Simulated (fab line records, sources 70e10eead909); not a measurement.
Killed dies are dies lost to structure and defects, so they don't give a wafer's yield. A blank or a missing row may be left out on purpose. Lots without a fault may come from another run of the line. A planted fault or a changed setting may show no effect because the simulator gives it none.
fab line records | flow nand_harc
record lots=12 wafers=36 last_day=24
route steps=1159 shown P_M2@331 END@1159
lots that met no fault: from a run of the same line without faults
start_h: hours from the record's first day to the start of the lot's first wafer shown | wait_h: hours since the lot's step before | " the same as in the row above | L1.1+2: a row that stands for several wafers | - no value, or no start given | * or withheld: withheld | < > ~ a bound
route shown NAME@n: a module of which the file shows steps, and the number in the route of the first | usual: mean/standard deviation of fault-free wafers | same: alike in all rows | chamber/n: place in a boat | sites: the reading at each site | _std_site: their standard deviation | _edge_site: outer sites' mean less inner sites' | radius_mm: how far each site lies from the wafer's centre | mask NAME#n: copy n | behind: the tool/chamber that last shaped the wafer | hold: why the lot was held/for how many hours/how that ended | device: the transistor (n, p or np) that didn't switch | end of line: the same wafers' tests at the end of the route | a step without rows: its recipe alone | killed: dies lost to structure and defects at the first sort, not the wafer's yield | map: a wafer's dies, x killed, . not, _ none there
set.NAME: the setting as run; set.NAME@STEP: as run at that earlier step | model.NAME: the simulator's own value behind a step, which no gauge read
steps of the route over a sample of lots; a table a step, a row a wafer
services: from which hour (start_h, from the record's first day; less than 0 if before it) a tool's chamber was out of use, for how many hours, and why
## steps
# step NHARC_P_M2_DESCUM_14
# recipe time_s=3 o2_flow_sccm=200 ar_flow_sccm=0 bias_power_w=0 chemistry=O2
# usual drypump_motor_current_A=6.0/0.41 mfc_ar_sccm=0.005/0.0067 oes_product_au=1.002/0.0064 rf_vpp_V=57.8/0.98 showerhead_plenum_p_Torr=1.92/0.077 throttle_valve_pct=11.310/0.009
# columns lot.wafer tool chamber start_h wait_h drypump_motor_current_A mfc_ar_sccm oes_product_au rf_hours_counter_h rf_vpp_V showerhead_plenum_p_Torr throttle_valve_pct
L657.1 rie_diel-13 2 119.48 0.1 5.8 0.014 0.998 5 57.1 1.95 11.320
L657.5 " 0 " " 5.9 0 0.988 - 56.4 1.79 11.315
L657.6 " 1 " " 6.2 0 0.992 - 57.3 1.89 11.321
L658.4 rie_diel-02 3 129.85 0.1 6.5 0.008 1.009 5 56.5 1.87 11.307
L658.2 " 1 " " 6.0 0.008 0.999 5 58.9 2.00 11.316
L658.1 " 2 " " 5.9 0 1.011 5 57.3 1.97 11.305
L660.1 rie_diel-02 0 143.02 0.1 6.2 0 1.001 6 56.7 1.83 11.322
L660.5 " 2 " " 5.9 0 1.010 - 58.4 1.97 11.303
L660.6 " 3 " " 6.5 0.008 1.012 - 57.5 1.87 11.300
L659.2 rie_diel-02 3 143.37 0.1 6.6 0.008 0.996 6 57.5 1.87 11.312
L659.4 " 1 " " 6.0 0.008 1.002 5 59.0 2.00 11.328
L659.6 " 2 " " 6.0 0 0.998 - 57.8 1.97 11.301
L661.1 rie_diel-06 3 152.39 0.2 6.6 0 0.997 16 58.2 2.02 11.312
L661.2 " 0 " " 5.3 0.028 0.993 15 59.9 1.90 11.308
L661.6 " 0 " " 5.3 0.028 0.997 - 58.0 1.90 11.321
L662.2 rie_diel-13 1 153.12 0.3 6.2 0 1.004 19 57.1 1.88 11.310
L662.3 " 2 " " 5.8 0.014 1.009 21 58.2 1.95 11.317
L662.1 " 0 " " 5.9 0 0.992 19 57.7 1.78 11.315
L664.1 rie_diel-06 0 174.41 0.1 5.3 0.028 0.992 22 58.1 1.90 11.330
L664.6 " 2 " " 5.0 0.002 0.993 - 56.9 2.02 11.318
L664.5 " 3 " " 6.6 0 1.004 - 58.8 2.02 11.293
L667.1 rie_diel-02 3 191.54 0.1 6.5 0.008 1.000 1 57.9 1.87 11.313
L667.4 " 0 " " 6.2 0 1.003 1 58.2 1.83 11.303
L667.6 " 2 " " 6.0 0 1.006 - 58.3 1.97 11.309
L669.2 rie_diel-02 0 200.56 0.1 6.2 0 0.998 2 57.2 1.83 11.308
L669.6 " 0 " " 6.1 0 1.011 - 56.9 1.83 11.310
L669.5 " 1 " " 6.0 0.008 0.997 - 57.3 2.00 11.306
L670.1 rie_diel-02 3 212.59 0.1 6.5 0.008 1.001 2 55.8 1.87 11.309
L670.4 " 0 " " 6.1 0 1.002 2 58.2 1.83 11.305
L670.6 " 3 " " 6.5 0.008 1.008 - 57.4 1.87 11.322
L673.1 rie_diel-02 2 222.79 0.1 6.0 0 1.010 2 58.0 1.97 11.303
L673.6 " 0 " " 6.2 0 1.012 - 57.4 1.83 11.317
L673.5 " 1 " " 6.1 0.008 1.008 - 57.6 2.00 11.315
L675.1 rie_diel-13 3 243.42 0.2 6.3 0.005 1.006 20 57.7 1.99 11.309
L675.6 " 1 " " 6.2 0 1.008 - 58.4 1.87 11.302
L675.5 " 2 " " 5.8 0.014 1.010 - 57.4 1.94 11.305
# step NHARC_P_M2_PVD_20
# recipe target_thk_a=50 bias_v=168.6 power_w=15000 chamber_pressure_pa=0.12 time_s=8.06 substrate_temp_c=50 material=TaN
# usual chamber_pressure_pa=0.12002/0.00027 throttle_valve_pct=30.1/0.91
# columns lot.wafer tool chamber start_h wait_h chamber_pressure_pa throttle_valve_pct
L657.1 pvd_sputter-01 - - - 0.11978 30.7
L657.6 " - " " 0.11992 30.6
L657.5 " - " " 0.12006 31.0
L658.1 pvd_sputter-01 - - - 0.12 31.2
L658.4 " - " " 0.12006 29.9
L658.2 " - " " 0.11969 30.4
L660.1 pvd_sputter-01 - - - 0.11999 29.8
L660.5 " - " " 0.11996 29.8
L660.6 " - " " 0.12019 30.7
L659.4 pvd_sputter-02 - - - 0.11982 28.3
L659.2 " - " " 0.12021 30.0
L659.6 " - " " 0.12 30.0
L661.2 pvd_sputter-01 - - - 0.12017 30.6
L661.1 " - " " 0.11991 31.3
L661.6 " - " " 0.12058 30.7
L662.2 pvd_sputter-02 - - - 0.11982 30.3
L662.3 " - " " 0.11984 30.2
L662.1 " - " " 0.11984 29.7
L664.1 pvd_sputter-01 - - - 0.12007 30.4
L664.5 " - " " 0.12006 30.4
L664.6 " - " " 0.11957 31.6
L667.1 pvd_sputter-01 - - - 0.12035 30.3
L667.4 " - " " 0.12039 31.5
L667.6 " - " " 0.11964 30.4
L669.2 pvd_sputter-02 - - - 0.11956 29.9
L669.6 " - " " 0.1201 30.1
L669.5 " - " " 0.12021 28.2
L670.1 pvd_sputter-02 - - - 0.11991 30.4
L670.4 " - " " 0.11974 29.9
L670.6 " - " " 0.11959 29.9
L673.1 pvd_sputter-01 - - - 0.1198 30.5
L673.6 " - " " 0.12007 28.8
L673.5 " - " " 0.11989 30.7
L675.1 pvd_sputter-02 - - - 0.12001 28.4
L675.6 " - " " 0.12019 28.4
L675.5 " - " " 0.11972 28.6
# step NHARC_P_M2_ECD_22
# recipe target_thk_a=4000 bath_temp_c=25 material=Cu
# usual bath_temp_c=25.00/0.096
# columns lot.wafer tool chamber start_h wait_h bath_temp_c
L657.1 ecd_cu-02 1 120.98 - 24.98
L657.5 " 0 " " 24.82
L657.6 " 1 " " 24.99
L658.1 ecd_cu-02 0 131.31 - 24.99
L658.2 " 1 " " 25.11
L658.4 " 0 " " 24.94
L660.1 ecd_cu-02 1 144.44 - 25.18
L660.6 " 1 " " 25.11
L660.5 " 0 " " 24.99
L659.2 ecd_cu-01 1 144.75 - 25.02
L659.4 " 1 " " 24.97
L659.6 " 0 " " 24.91
L661.2 ecd_cu-02 1 154.02 - 24.96
L661.1 " 0 " " 25.04
L661.6 " 0 " " 25.09
L662.2 ecd_cu-02 0 154.71 - 25.01
L662.1 " 1 " " 24.98
L662.3 " 1 " " 24.78
L664.1 ecd_cu-01 0 175.79 - 25.05
L664.5 " 0 " " 24.96
L664.6 " 1 " " 25.03
L667.1 ecd_cu-01 1 192.90 - 25.09
L667.4 " 1 " " 25.19
L667.6 " 1 " " 25.14
L669.2 ecd_cu-01 0 202.02 - 25.08
L669.6 " 1 " " 24.90
L669.5 " 0 " " 24.97
L670.1 ecd_cu-01 0 213.96 - 25.03
L670.4 " 1 " " 25.10
L670.6 " 0 " " 24.91
L673.1 ecd_cu-01 1 224.74 - 26.09
L673.5 " 1 " " 25.97
L673.6 " 0 " " 26.03
L675.1 ecd_cu-01 0 244.80 - 26.06
L675.5 " 0 " " 26.05
L675.6 " 1 " " 25.98
# step NHARC_P_M2_ANNEAL_31
# recipe temp_c=225 time_s=90
# usual wafer_temp_C_max=226.6/0.38
# columns lot.wafer tool chamber start_h wait_h wafer_temp_C_max
L657.1 rtp_anneal-02 0 121.30 - 226.5
L657.5 " 0 " " 227.0
L657.6 " 0 " " 226.6
L658.1 rtp_anneal-01 0 131.69 0.3 226.5
L658.2 " 0 " " 226.7
L658.4 " 0 " " 226.5
L660.1 rtp_anneal-02 0 144.82 0.3 226.5
L660.5 " 0 " " 227.4
L660.6 " 0 " " 227.3
L659.2 rtp_anneal-02 0 145.18 0.4 226.2
L659.4 " 0 " " 226.4
L659.6 " 0 " " 226.5
L661.1 rtp_anneal-02 0 154.58 - 227.3
L661.2 " 0 " " 226.7
L661.6 " 0 " " 226.8
L662.1 rtp_anneal-02 0 155.08 - 227.0
L662.2 " 0 " " 227.7
L662.3 " 0 " " 226.5
L664.1 rtp_anneal-02 0 176.16 0.3 226.9
L664.5 " 0 " " 226.9
L664.6 " 0 " " 226.4
L667.1 rtp_anneal-02 0 193.58 - 226.6
L667.4 " 0 " " 226.9
L667.6 " 0 " " 226.7
L669.2 rtp_anneal-02 0 202.43 0.4 227.2
L669.5 " 0 " " 226.8
L669.6 " 0 " " 226.7
L670.1 rtp_anneal-02 0 214.34 0.3 227.7
L670.4 " 0 " " 226.8
L670.6 " 0 " " 227.1
L673.1 rtp_anneal-01 0 225.13 0.3 226.5
L673.5 " 0 " " 226.3
L673.6 " 0 " " 226.4
L675.1 rtp_anneal-01 0 245.17 0.3 226.4
L675.5 " 0 " " 226.1
L675.6 " 0 " " 226.2
# step NHARC_END_SORT_01
# recipe temp_c=25
# usual defect_limited_yield=94.9/1.7 killed_at_array=31/12 killed_at_other=0.6/0.85 killed_at_periphery=3.0/2.3 killed_dies=35/12 killed_open=3.2/1.9 killed_short=1.8/1.4 sort_bin_2_pct=1.6/0.7 sort_bin_3_pct=0.28/0.22 sort_bin_4_pct=3.3/1.2 sort_n_pass=642/12 sort_rim_yield_pct=97.7/1.5 sort_yield_pct=94.9/1.7
# same gross_dies=677 sort_bin_5_pct[%]=0 sort_bin_6_pct[%]=0 sort_bin_7_pct[%]=0 sort_bin_8_pct[%]=0 sort_rim_n_gross=106.00
# columns lot.wafer tool chamber start_h wait_h defect_limited_yield[%] killed_at_array killed_at_other killed_at_periphery killed_dies killed_open killed_short sort_bin_2_pct[%] sort_bin_3_pct[%] sort_bin_4_pct[%] sort_n_pass sort_rim_yield_pct[%] sort_yield_pct[%]
L662.1 prober-01 0 445.59 2.5 97.6 11 0 5 16 3 2 0.4 0.30 1.6 661 97.2 97.6
L662.2 prober-01 0 446.39 2.8 97.3 16 0 2 18 3 2 1.0 0.15 1.5 659 98.1 97.3
L662.3 prober-01 0 447.19 3.1 98.5 7 0 3 10 1 4 0.3 0 1.2 667 99.1 98.5
L661.1 prober-02 0 453.39 2.5 93.9 39 0 2 41 3 3 1.8 0.30 4.0 636 96.2 93.9
L661.2 prober-02 0 454.21 2.8 95.4 30 0 1 31 3 1 1.3 0.44 2.8 646 100.0 95.4
L661.6 prober-02 0 457.49 4.1 95.4 30 0 1 31 1 3 1.0 0 3.5 646 98.1 95.4
L664.1 prober-02 0 500.94 2.5 94.1 40 0 0 40 0 2 2.1 0.15 3.7 637 98.1 94.1
L664.5 prober-02 0 504.14 3.7 94.2 34 1 4 39 7 2 2.2 0.44 3.1 638 99.1 94.2
L664.6 prober-02 0 504.94 4.0 93.9 39 1 1 41 2 2 2.1 0.15 3.8 636 97.2 93.9
L669.2 prober-02 0 509.53 2.8 96.2 20 2 4 26 9 1 1.5 0.15 2.2 651 100.0 96.2
L669.5 prober-02 0 511.87 3.6 97.5 16 0 1 17 0 1 0.6 0.30 1.6 660 98.1 97.5
L669.6 prober-02 0 512.65 3.9 97.2 15 0 4 19 3 2 0.6 0.30 1.9 658 95.3 97.2
L670.1 prober-02 0 541.51 2.5 93.1 46 0 1 47 5 2 2.1 0.59 4.3 630 97.2 93.1
L670.4 prober-02 0 543.91 3.4 95.1 29 1 3 33 3 3 1.5 0.44 3.0 644 99.1 95.1
L670.6 prober-02 0 545.50 4.0 93.9 38 1 2 41 5 1 1.9 0.15 4.0 636 96.2 93.9
L673.1 prober-02 0 549.26 2.5 94.2 35 1 3 39 2 2 2.2 0.30 3.2 638 96.2 94.2
L673.5 prober-02 0 552.51 3.7 96.5 23 0 1 24 2 0 0.9 0.30 2.4 653 99.1 96.5
L673.6 prober-02 0 553.32 4.1 95.0 29 3 2 34 3 0 1.3 0.44 3.2 643 97.2 95.0
# killed by level:class
L662.1 A_CHANNEL_HOLE_D1:chamber_film_flake=3 P_ZERO_WELL:chamber_film_flake=2 A_SLIT:chamber_film_flake=2 A_CONTACT:chamber_film_flake=2 P_CONTACT:geometric_particle:open=1 P_M2:geometric_particle:open=1 A_SOURCE_PLATE:geometric_particle:open=1 A_CHANNEL_FILL_D1:geometric_particle:short=1
L662.2 A_CONTACT:chamber_film_flake=5 A_STAIRCASE:chamber_film_flake=3 A_CHANNEL_HOLE_D1:chamber_film_flake=2 P_ZERO_WELL:geometric_particle:open=1 A_CHANNEL_FILL_D1:geometric_particle:short=1 A_SGD_CUT:geometric_particle:short=1 A_WL_FILL:geometric_particle:open=1 A_M1:geometric_particle:open=1
L662.3 P_M0:geometric_particle:short=2 A_CONTACT:chamber_film_flake=2 P_CONTACT:geometric_particle:open=1 A_SOURCE_PLATE:geometric_particle:short=1 A_SGD_CUT:geometric_particle:short=1 A_ZERO_WELL:chamber_film_flake=1 A_CHANNEL_HOLE_D1:chamber_film_flake=1 A_CHANNEL_FILL_D1:chamber_film_flake=1
L661.1 A_CHANNEL_HOLE_D1:chamber_film_flake=17 A_SLIT:chamber_film_flake=10 A_CONTACT:chamber_film_flake=4 A_STAIRCASE:chamber_film_flake=3 P_CONTACT:geometric_particle:short=1 A_SOURCE_PLATE:geometric_particle:open=1 A_ONON_D1:geometric_particle:short=1 A_CHANNEL_FILL_D1:geometric_particle:open=1
L661.2 A_CHANNEL_HOLE_D1:chamber_film_flake=13 A_SLIT:chamber_film_flake=8 A_STAIRCASE:chamber_film_flake=5 P_CONTACT:geometric_particle:open=1 A_SGD_CUT:geometric_particle:short=1 A_BLC:geometric_particle:open=1 A_M0:geometric_particle:open=1 A_CONTACT:chamber_film_flake=1
L661.6 A_SLIT:chamber_film_flake=13 A_CHANNEL_HOLE_D1:chamber_film_flake=11 A_STAIRCASE:chamber_film_flake=2 P_M1:geometric_particle:short=1 A_ONON_D1:geometric_particle:open=1 A_CHANNEL_FILL_D1:geometric_particle:short=1 A_CONTACT:geometric_particle:short=1 A_CONTACT:chamber_film_flake=1
L664.1 A_SLIT:chamber_film_flake=14 A_STAIRCASE:chamber_film_flake=12 A_CONTACT:chamber_film_flake=8 A_CHANNEL_HOLE_D1:chamber_film_flake=3 A_SOURCE_PLATE:geometric_particle:short=1 A_WL_FILL:geometric_particle:short=1 A_WL_FILL:chamber_film_flake=1
L664.5 A_STAIRCASE:chamber_film_flake=13 A_SLIT:chamber_film_flake=5 A_CHANNEL_HOLE_D1:chamber_film_flake=4 A_CONTACT:chamber_film_flake=4 A_BLC:geometric_particle:open=2 A_M0:geometric_particle:open=2 P_CONTACT:geometric_particle:open=1 P_M2:geometric_particle:open=1
L664.6 A_STAIRCASE:chamber_film_flake=14 A_SLIT:chamber_film_flake=9 A_CHANNEL_HOLE_D1:chamber_film_flake=5 A_CONTACT:chamber_film_flake=5 A_ONON_D1:geometric_particle:open=2 A_ONON_D1:geometric_particle:short=2 A_WL_FILL:chamber_film_flake=2 P_STI:chamber_film_flake=1
L669.2 A_CHANNEL_HOLE_D1:chamber_film_flake=7 A_CONTACT:chamber_film_flake=6 P_CONTACT:geometric_particle:open=2 A_CONTACT:geometric_particle:open=2 A_STAIRCASE:chamber_film_flake=2 P_CONTACT:geometric_particle:short=1 P_M1:geometric_particle:open=1 A_ONON_D1:geometric_particle:open=1
L669.5 A_CONTACT:chamber_film_flake=12 A_STAIRCASE:chamber_film_flake=2 A_WL_FILL:geometric_particle:short=1 P_STI:chamber_film_flake=1 A_CHANNEL_HOLE_D1:chamber_film_flake=1
L669.6 A_CONTACT:chamber_film_flake=5 A_STAIRCASE:chamber_film_flake=4 A_CONTACT:geometric_particle:open=2 A_CHANNEL_HOLE_D1:chamber_film_flake=2 P_M0:geometric_particle:open=1 P_M2:geometric_particle:short=1 A_BLC:geometric_particle:short=1 P_GATE:chamber_film_flake=1
L670.1 A_SLIT:chamber_film_flake=16 A_CHANNEL_HOLE_D1:chamber_film_flake=12 A_STAIRCASE:chamber_film_flake=6 A_CONTACT:geometric_particle:open=3 A_CONTACT:geometric_particle:short=2 A_ZERO_WELL:chamber_film_flake=2 A_CONTACT:chamber_film_flake=2 A_ONON_D1:geometric_particle:open=1
L670.4 A_SLIT:chamber_film_flake=13 A_STAIRCASE:chamber_film_flake=5 A_CHANNEL_HOLE_D1:chamber_film_flake=4 A_CONTACT:chamber_film_flake=2 P_GATE:geometric_particle:open=1 P_CONTACT:geometric_particle:short=1 P_M0:geometric_particle:open=1 A_SGD_CUT:geometric_particle:short=1
L670.6 A_SLIT:chamber_film_flake=17 A_CHANNEL_HOLE_D1:chamber_film_flake=8 A_STAIRCASE:chamber_film_flake=6 A_CONTACT:chamber_film_flake=2 P_STI:geometric_particle:short=1 A_ONON_D1:geometric_particle:open=1 A_CHANNEL_FILL_D1:geometric_particle:open=1 A_SGD_CUT:geometric_particle:open=1
L673.1 A_SLIT:chamber_film_flake=20 A_CHANNEL_HOLE_D1:chamber_film_flake=5 A_STAIRCASE:chamber_film_flake=5 P_M2:geometric_particle:short=1 A_ONON_D1:geometric_particle:short=1 A_ONON_D1:geometric_particle:open=1 A_SGD_CUT:geometric_particle:open=1 P_ZERO_WELL:chamber_film_flake=1
L673.5 A_SLIT:chamber_film_flake=13 A_CHANNEL_HOLE_D1:chamber_film_flake=4 A_CONTACT:geometric_particle:open=2 A_STAIRCASE:chamber_film_flake=2 P_BONDPAD:chamber_film_flake=1 A_WL_FILL:chamber_film_flake=1 A_CONTACT:chamber_film_flake=1
L673.6 A_SLIT:chamber_film_flake=14 A_CONTACT:chamber_film_flake=5 A_CHANNEL_HOLE_D1:chamber_film_flake=4 THIN_TSV:chamber_film_flake=3 P_BONDPAD:chamber_film_flake=2 A_STAIRCASE:chamber_film_flake=2 A_CONTACT:geometric_particle:open=1 A_BLC:geometric_particle:open=1
## services
# columns tool chamber start_h hours kind
ecd_cu-01 - 96.10 8.0 pm
rie_diel-13 - 99.07 9.0 pm
rie_diel-02 0 99.43 3.9 repair
rie_diel-02 0 105.35 - clean
rie_diel-02 1 105.35 - clean
rie_diel-02 2 105.35 - clean
rie_diel-02 3 105.35 - clean
rie_diel-06 1 118.90 36.4 repair
ecd_cu-02 - 121.71 1.8 repair
rie_diel-02 0 129.85 - clean
rie_diel-02 1 129.85 - clean
rie_diel-02 2 129.85 - clean
rie_diel-06 0 131.80 9.3 repair
rie_diel-13 3 135.60 88.1 repair
rie_diel-02 - 150.70 9.0 pm
pvd_sputter-01 - 158.00 10.0 pm
ecd_cu-02 - 180.00 8.0 pm
rie_diel-02 - 180.35 0.4 repair
rie_diel-13 2 181.36 1.6 repair
rie_diel-13 2 191.41 6.1 repair
rie_diel-13 - 193.39 0.4 repair
pvd_sputter-02 - 214.00 10.0 pm
rie_diel-13 1 219.31 4.5 repair
rie_diel-06 - 241.20 9.0 pm
## key
first_sign step=NHARC_P_M2_ECD_22 reading=bath_temp_c direction=up sigmas=11 usual=* struck=*
effect none on later readings
met_at NHARC_P_M2_ECD_22
struck_lots L673,L675
not_acting_at NHARC_P_M2_DESCUM_14,NHARC_P_M2_PVD_20,NHARC_P_M2_ANNEAL_31
onset_between 213.96 224.74
fault kind=process_parameter_drift tool=ecd_cu-01 chamber=- onset_h=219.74 steps=NHARC_P_M2_ECD_22 channel=bath_temp_c offset=* shape=step acts_in=* stated=*
